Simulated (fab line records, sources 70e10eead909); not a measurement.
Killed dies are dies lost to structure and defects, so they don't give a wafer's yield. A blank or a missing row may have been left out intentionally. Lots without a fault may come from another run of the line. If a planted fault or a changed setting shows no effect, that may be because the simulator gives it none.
fab line records | flow nand_harc | part 2 of 2: steps 23 to 29 of 29
record: lots: 5 | wafers: 15 | last_day: 33
route steps=1302 shown A_CONTACT@1098 A_BLC@1107
lots untouched by any fault: they come from a run of this same line in which no faults occurred
start_h: start of the lot's first displayed wafer, in hours after the record's first day | wait_h: time in hours since the lot's previous step | " same as the row above | L1.1+2: a single row standing in for several wafers | - no value, or no start was given | * or withheld: withheld | < > ~ a bound
route shown NAME@n: NAME is a module with steps in the file, n the number in the route of the first one | usual: average and standard deviation across the fault-free wafers | same: alike in all rows | chamber/n: place in a boat | sites: readings site by site | _std_site: standard deviation of those values | _edge_site: inner sites' mean taken away from outer sites' mean | radius_mm: how far each site lies from the wafer's centre | mask NAME#n: copy n | behind: the tool/chamber that last shaped the wafer | hold: what put the lot on hold/how long, in hours/how the hold closed | device: whichever transistor did not switch (one of n, p or np) | end of line: the route-end tests of the same wafers | a step given without rows: its recipe and nothing more | killed: the dies lost at the first sort to structure and to defects; this is not the yield of the wafer | map: dies across one wafer; x = killed, . = not, _ = none there
set.NAME: setting as actually run; set.NAME@STEP: the setting as run at that earlier step | model.NAME: the simulator's own value behind a step, which no gauge read
lots at some steps of the route; a table a step, a row a wafer
services: when a tool's chamber went out of use (start_h, in hours from the record's first day, below 0 if earlier), for how many hours, and the reason
== steps ==
step: NHARC_A_BLC_ETCH_16
recipe: target_depth_a: 390 | over_etch_frac: 0.3 | time_s: 65 | ion_energy_ev: 80 | cf4_flow_sccm: 150 | ar_flow_sccm: 0 | rf_w: 300 | bias_w: 100 | chemistry: CF4
usual: cf4_flow_sccm: 150.0/0.4 | drypump_motor_current_A: 5.7/0.4 | oes_product_au: 1.000/0.0088 | rf_vpp_V: 151.3/1.3 | showerhead_plenum_p_Torr: 1.78/0.082 | throttle_valve_pct: 13.284/0.0087
lot.wafer | tool        | chamber | start_h | wait_h | cf4_flow_sccm | drypump_motor_current_A | oes_product_au | rf_hours_counter_h | rf_vpp_V | showerhead_plenum_p_Torr | throttle_valve_pct
L074.2    | rie_diel-03 | 2       | 508.37  | 0.1    | 150.1         | 5.9                     | 1.008          | 2                  | 152.2    | 1.87                     | 13.281
L074.5    | "           | 2       | "       | "      | 150.1         | 5.9                     | 0.995          | -                  | 150.9    | 1.87                     | 13.287
L074.6    | "           | 3       | "       | "      | 149.3         | 6.1                     | 1.013          | -                  | 150.5    | 1.88                     | 13.276
L083.1    | rie_diel-06 | 0       | 593.00  | 0.1    | 150.6         | 5.3                     | 1.007          | 8                  | 151.4    | 1.72                     | 13.297
L083.2    | "           | 1       | "       | "      | 150.5         | 5.7                     | 0.996          | 6                  | 151.7    | 1.81                     | 13.291
L083.4    | "           | 2       | "       | "      | 150.1         | 5.1                     | 0.994          | 7                  | 151.7    | 1.87                     | 13.281
L082.3    | rie_diel-03 | 3       | 596.83  | 0.1    | 150.0         | 6.1                     | 1.006          | 7                  | 152.0    | 1.88                     | 13.274
L082.1    | "           | 0       | "       | "      | 150.1         | 5.1                     | 1.000          | 8                  | 149.7    | 1.69                     | 13.289
L082.2    | "           | 1       | "       | "      | 149.8         | 6.0                     | 1.009          | 8                  | 149.8    | 1.67                     | 13.286
L090.3    | rie_diel-06 | 0       | 675.96  | 0.1    | 150.2         | 5.3                     | 1.001          | 0                  | 150.1    | 1.72                     | 13.281
L090.1    | "           | 1       | "       | "      | 150.7         | 5.7                     | 1.002          | 0                  | 152.0    | 1.81                     | 13.289
L090.6    | "           | 0       | "       | "      | 149.7         | 5.3                     | 1.010          | -                  | 151.4    | 1.72                     | 13.287
L095.3    | rie_diel-03 | 1       | 733.44  | 0.1    | 150.3         | 6.0                     | 0.990          | 5                  | 150.3    | 1.67                     | 13.296
L095.1    | "           | 0       | "       | "      | 150.8         | 5.1                     | 1.007          | 5                  | 149.8    | 1.68                     | 13.286
L095.5    | "           | 1       | "       | "      | 150.1         | 6.1                     | 1.004          | -                  | 150.0    | 1.67                     | 13.274
step: NHARC_A_BLC_ETCH_17
recipe: target_depth_a: 3900 | over_etch_frac: 0.25 | time_s: 609.38 | ion_energy_ev: 200 | n2_flow_sccm: 150 | h2_flow_sccm: 150 | ar_flow_sccm: 0 | rf_w: 400 | bias_w: 150 | chemistry: N2/H2
usual: drypump_motor_current_A: 5.7/0.4 | oes_product_au: 0.999/0.0085 | rf_vpp_V: 431/3 | showerhead_plenum_p_Torr: 2.05/0.11 | throttle_valve_pct: 14.172/0.0093
lot.wafer | tool        | chamber | start_h | wait_h | drypump_motor_current_A | oes_product_au | rf_hours_counter_h | rf_vpp_V | showerhead_plenum_p_Torr | throttle_valve_pct
L074.2    | rie_diel-03 | 2       | -       | -      | 5.9                     | 0.991          | 2                  | 434      | 2.16                     | 14.181
L074.6    | "           | 0       | "       | "      | 5.1                     | 1.002          | -                  | 427      | 1.94                     | 14.182
L074.5    | "           | 1       | "       | "      | 6.1                     | 0.996          | -                  | 428      | 1.92                     | 14.173
L083.4    | rie_diel-06 | 2       | -       | -      | 5.1                     | 0.998          | 7                  | 435      | 2.17                     | 14.174
L083.1    | "           | 3       | "       | "      | 6.0                     | 1.004          | 8                  | 430      | 2.01                     | 14.167
L083.2    | "           | 1       | "       | "      | 5.8                     | 1.002          | 7                  | 432      | 2.10                     | 14.162
L082.2    | rie_diel-03 | 2       | -       | -      | 5.9                     | 0.992          | 8                  | 434      | 2.16                     | 14.171
L082.3    | "           | 3       | "       | "      | 6.1                     | 1.007          | 7                  | 434      | 2.18                     | 14.188
L082.1    | "           | 1       | "       | "      | 6.1                     | 1.006          | 8                  | 427      | 1.92                     | 14.167
L090.1    | rie_diel-06 | 2       | -       | -      | 5.1                     | 0.990          | 0                  | 434      | 2.17                     | 14.181
L090.3    | "           | 3       | "       | "      | 6.0                     | 0.989          | 0                  | 428      | 2.01                     | 14.170
L090.6    | "           | 1       | "       | "      | 5.7                     | 0.995          | -                  | 430      | 2.10                     | 14.188
L095.3    | rie_diel-03 | 1       | -       | -      | 6.1                     | 0.995          | 5                  | 427      | 1.92                     | 14.176
L095.1    | "           | 3       | "       | "      | 6.1                     | 1.016          | 5                  | 434      | 2.18                     | 14.178
L095.5    | "           | 0       | "       | "      | 5.1                     | 0.999          | -                  | 426      | 1.93                     | 14.156
step: NHARC_A_BLC_ETCH_18
recipe: target_depth_a: 9100 | c4f8_flow_sccm: 20 | o2_flow_sccm: 10 | ar_flow_sccm: withheld | rf_w: 600 | bias_w: 1500 | chemistry: C4F8/O2/Ar
usual: oes_product_au: 0.943/0.023 | rf_vpp_V: 979/6.6
lot.wafer | tool        | chamber | start_h | wait_h | oes_product_au | rf_hours_counter_h | rf_vpp_V
L074.2    | rie_diel-03 | 1       | -       | -      | 0.980          | 2                  | 970
L074.5    | "           | 3       | "       | "      | 0.966          | -                  | 987
L074.6    | "           | 0       | "       | "      | 0.977          | -                  | 971
L083.4    | rie_diel-06 | 1       | -       | -      | 0.912          | 7                  | 981
L083.2    | "           | 3       | "       | "      | 0.917          | 8                  | 976
L083.1    | "           | 0       | "       | "      | 0.929          | 8                  | 975
L082.1    | rie_diel-03 | 0       | -       | -      | 0.949          | 8                  | 971
L082.3    | "           | 2       | "       | "      | 0.943          | 8                  | 985
L082.2    | "           | 3       | "       | "      | 0.944          | 8                  | 987
L090.3    | rie_diel-06 | 2       | -       | -      | 0.965          | 0                  | 985
L090.1    | "           | 0       | "       | "      | 0.983          | 1                  | 974
L090.6    | "           | 3       | "       | "      | 0.954          | -                  | 976
L095.3    | rie_diel-03 | 0       | -       | -      | 0.935          | 6                  | 970
L095.1    | "           | 1       | "       | "      | 0.930          | 5                  | 971
L095.5    | "           | 1       | "       | "      | 0.931          | -                  | 970
step: NHARC_A_BLC_CD_MEAS_19
usual: cd_nm: 100.5/2.4
lot.wafer | tool      | chamber | start_h | wait_h | cd_nm
L074.2    | cd_sem-01 | -       | 509.26  | -      | 99.4
L074.5    | "         | -       | "       | "      | 100.0
L074.6    | "         | -       | "       | "      | 100.5
L083.1    | cd_sem-03 | -       | 593.88  | -      | 99.6
L083.2    | "         | -       | "       | "      | 103.3
L083.4    | "         | -       | "       | "      | 95.5
L082.1    | cd_sem-03 | -       | 597.72  | -      | 98.5
L082.2    | "         | -       | "       | "      | 99.8
L082.3    | "         | -       | "       | "      | 97.3
L090.1    | cd_sem-01 | -       | 676.83  | -      | 97.2
L090.3    | "         | -       | "       | "      | 104.3
L090.6    | "         | -       | "       | "      | 99.9
L095.1    | cd_sem-01 | -       | 734.31  | -      | 101.6
L095.3    | "         | -       | "       | "      | 99.5
L095.5    | "         | -       | "       | "      | 99.8
step: NHARC_A_BLC_STRIP_29
recipe: cf4_flow_sccm: 150 | ar_flow_sccm: 0 | bias_w: 0 | chemistry: CF4
usual: cf4_flow_sccm: 150.0/0.48 | drypump_motor_current_A: 5.6/0.4 | oes_product_au: 0.998/0.0097 | rf_vpp_V: 59.3/1 | showerhead_plenum_p_Torr: 1.78/0.075 | throttle_valve_pct: 13.282/0.0085
lot.wafer | tool        | chamber | start_h | wait_h | cf4_flow_sccm | drypump_motor_current_A | oes_product_au | rf_hours_counter_h | rf_vpp_V | showerhead_plenum_p_Torr | throttle_valve_pct
L074.2    | rie_diel-06 | 0       | 509.34  | 0.1    | 150.0         | 5.3                     | 1.008          | 1                  | 60.2     | 1.72                     | 13.288
L074.5    | "           | 3       | "       | "      | 150.5         | 5.9                     | 1.002          | -                  | 59.2     | 1.75                     | 13.270
L074.6    | "           | 0       | "       | "      | 150.6         | 5.3                     | 1.010          | -                  | 58.9     | 1.72                     | 13.277
L083.2    | rie_diel-06 | 3       | 593.96  | 0.1    | 150.1         | 6.0                     | 1.002          | 8                  | 58.4     | 1.74                     | 13.291
L083.1    | "           | 0       | "       | "      | 150.4         | 5.3                     | 1.007          | 8                  | 59.3     | 1.72                     | 13.271
L083.4    | "           | 1       | "       | "      | 149.4         | 5.7                     | 0.993          | 7                  | 59.3     | 1.82                     | 13.287
L082.1    | rie_diel-06 | 3       | 597.79  | 0.1    | 150.3         | 6.0                     | 1.000          | 8                  | 58.9     | 1.74                     | 13.269
L082.2    | "           | 0       | "       | "      | 149.3         | 5.3                     | 1.004          | 8                  | 59.0     | 1.72                     | 13.279
L082.3    | "           | 2       | "       | "      | 149.5         | 5.1                     | 0.993          | 8                  | 59.5     | 1.87                     | 13.283
L090.3    | rie_diel-03 | 0       | 676.92  | 0.1    | 150.0         | 5.1                     | 1.009          | 2                  | 58.0     | 1.68                     | 13.269
L090.1    | "           | 1       | "       | "      | 150.0         | 6.1                     | 0.998          | 2                  | 59.1     | 1.67                     | 13.280
L090.6    | "           | 0       | "       | "      | 151.0         | 5.1                     | 1.002          | -                  | 59.4     | 1.69                     | 13.285
L095.1    | rie_diel-03 | 3       | 734.41  | 0.1    | 149.6         | 6.1                     | 1.029          | 5                  | 58.9     | 1.88                     | 13.279
L095.3    | "           | 2       | "       | "      | 149.3         | 5.9                     | 1.005          | 6                  | 61.2     | 1.86                     | 13.282
L095.5    | "           | 0       | "       | "      | 150.2         | 5.1                     | 1.000          | -                  | 58.6     | 1.68                     | 13.291
step: NHARC_A_BLC_STRIP_21
recipe: o2_flow_sccm: 500 | ar_flow_sccm: 0 | bias_w: 0 | chemistry: O2
usual: drypump_motor_current_A: 5.6/0.4 | o2_flow_sccm: 500.2/1.5 | oes_product_au: 0.998/0.0088 | rf_vpp_V: 57.9/0.86 | showerhead_plenum_p_Torr: 3.54/0.15 | throttle_valve_pct: 17.036/0.0087
lot.wafer | tool        | chamber | start_h | wait_h | drypump_motor_current_A | o2_flow_sccm | oes_product_au | rf_hours_counter_h | rf_vpp_V | showerhead_plenum_p_Torr | throttle_valve_pct
L074.2    | rie_diel-06 | 2       | 509.47  | 0.1    | 5.1                     | 499.8        | 0.986          | 1                  | 57.4     | 3.74                     | 17.043
L074.6    | "           | 3       | "       | "      | 5.9                     | 499.5        | 1.013          | -                  | 57.7     | 3.48                     | 17.045
L074.5    | "           | 0       | "       | "      | 5.3                     | 500.7        | 0.994          | -                  | 58.0     | 3.43                     | 17.033
L083.4    | rie_diel-06 | 1       | 594.06  | 0.1    | 5.7                     | 500.0        | 0.996          | 7                  | 60.1     | 3.62                     | 17.046
L083.2    | "           | 2       | "       | "      | 5.1                     | 499.9        | 0.991          | 7                  | 58.3     | 3.73                     | 17.036
L083.1    | "           | 0       | "       | "      | 5.3                     | 499.9        | 1.011          | 8                  | 57.1     | 3.43                     | 17.033
L082.3    | rie_diel-06 | 0       | 597.91  | 0.1    | 5.3                     | 499.7        | 1.006          | 8                  | 58.7     | 3.43                     | 17.037
L082.2    | "           | 1       | "       | "      | 5.7                     | 500.2        | 0.982          | 7                  | 58.0     | 3.62                     | 17.020
L082.1    | "           | 2       | "       | "      | 5.1                     | 500.4        | 0.997          | 8                  | 58.8     | 3.73                     | 17.031
L090.3    | rie_diel-03 | 3       | 677.02  | 0.1    | 6.1                     | 500.9        | 1.013          | 2                  | 57.1     | 3.75                     | 17.042
L090.1    | "           | 0       | "       | "      | 5.2                     | 498.0        | 1.000          | 2                  | 56.2     | 3.36                     | 17.032
L090.6    | "           | 2       | "       | "      | 5.9                     | 499.9        | 0.997          | -                  | 60.1     | 3.72                     | 17.035
L095.1    | rie_diel-03 | 0       | 734.51  | 0.1    | 5.1                     | 501.0        | 1.008          | 6                  | 57.6     | 3.36                     | 17.037
L095.3    | "           | 2       | "       | "      | 6.0                     | 499.4        | 0.991          | 6                  | 57.7     | 3.71                     | 17.035
L095.5    | "           | 1       | "       | "      | 6.0                     | 500.7        | 1.005          | -                  | 56.6     | 3.34                     | 17.043
step: NHARC_A_BLC_STRIP_22
recipe: time_s: 600 | temp_c: 30 | chemistry: post_etch_residue_remover
lot.wafer  | tool         | chamber | start_h | wait_h
L074.5+6+2 | wet_bench-04 | 5,6,7   | 509.60  | -
L083.4+1+2 | wet_bench-04 | 4,6,0   | 594.23  | -
L082.2+3+1 | wet_bench-04 | 2,3,7   | 598.05  | -
L090.6+3+1 | wet_bench-04 | 7,0,1   | 677.18  | -
L095.5+1+3 | wet_bench-03 | 5,0,1   | 734.67  | -
== services ==
tool           | chamber | start_h | hours | kind
rie_diel-06    | -       | 484.21  | 9.0   | pm
ald_metal-02   | 1       | 498.77  | 4.2   | repair
litho_track-01 | -       | 505.00  | 7.0   | pm
rie_diel-02    | 3       | 511.41  | 3.6   | repair
litho_track-06 | -       | 529.00  | 7.0   | pm
ald_metal-02   | 2       | 543.72  | 4.9   | repair
wet_bench-06   | -       | 545.60  | 8.0   | pm
rie_diel-06    | 1       | 555.09  | 6.1   | repair
rie_diel-02    | -       | 570.87  | 9.0   | pm
wet_bench-04   | -       | 572.28  | 1.7   | repair
rie_diel-03    | 1       | 573.19  | 1.6   | repair
wet_bench-04   | -       | 579.20  | 8.0   | pm
rie_diel-06    | -       | 582.68  | 0.1   | repair
rie_diel-03    | -       | 635.30  | 9.0   | pm
rie_diel-06    | -       | 661.37  | 9.0   | pm
rie_diel-02    | 1       | 663.23  | 13.8  | repair
litho_track-01 | -       | 680.00  | 7.0   | pm
litho_track-06 | -       | 704.00  | 7.0   | pm
rie_diel-06    | 3       | 712.88  | 6.4   | repair
rie_diel-03    | 1       | 713.05  | 6.2   | repair
rie_diel-06    | 2       | 718.17  | 9.2   | repair
wet_bench-06   | -       | 721.60  | 8.0   | pm
rie_diel-03    | 3       | 722.62  | 5.9   | repair
rie_diel-02    | 2       | 725.34  | 8.4   | repair
